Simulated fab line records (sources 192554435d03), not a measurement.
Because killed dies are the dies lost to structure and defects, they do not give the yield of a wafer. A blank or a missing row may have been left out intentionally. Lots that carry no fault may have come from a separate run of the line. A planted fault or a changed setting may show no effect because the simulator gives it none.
Chamber matching -- flow n5_finfet -- N5_HKMG_FIN_DESCUM_53 on rie_diel-03 has 4 sister chambers
The step chemistry O2, time 7.9 s. 8 wafers are shown with their chamber, then 10 later ones without.

== EACH WAFER AND ITS CHAMBER ==
wafer,chamber,showerhead_plenum_p_Torr (Torr),throttle_valve_pct (%)
L078.4,0,1.97,20.24
L078.6,0,1.97,20.24
L085.4,1,2.21,20.41
L086.5,1,2.21,20.39
L088.2,3,2.10,20.34
L088.5,2,2.00,20.81
L089.1,2,2.00,20.79
L089.2,3,2.09,20.35

== WAFERS WHOSE CHAMBER IS MISSING ==
wafer,showerhead_plenum_p_Torr (Torr),throttle_valve_pct (%)
L089.4,2.00,20.80
L090.1,2.21,20.40
L090.4,2.09,20.35
L090.6,2.21,20.42
L094.3,2.22,20.02
L094.4,2.21,20.42
L094.5,2.00,20.84
L096.1,2.22,20.01
L096.3,2.09,20.37
L096.4,2.09,20.37

== CHAMBER TAKEN BY EACH ==
wafer,from the rows above,in truth
L089.4,2,2
L090.1,1,1
L090.4,3,3
L090.6,1,1
L094.3,1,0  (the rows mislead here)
L094.4,1,1
L094.5,2,2
L096.1,1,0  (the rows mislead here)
L096.3,3,3
L096.4,3,3
Correct placement for 8 of the 10. Not placeable from these rows: 0. Placed wrongly: 2.
How it was worked out, from the rows above alone: a wafer's distance from a chamber is the root of the sum, over the readings, of the square of ((its reading less the chamber's mean) divided by the reading's scatter). If the next closest chamber is less than 2 further off than the closest, the wafer can't be placed; otherwise it belongs to the closest. For every chamber, the mean is computed from those of its wafers that are shown. The scatter is the square root of a quotient: the sum, over the shown wafers, of each reading's squared deviation from its chamber's mean, divided by wafers minus chambers.
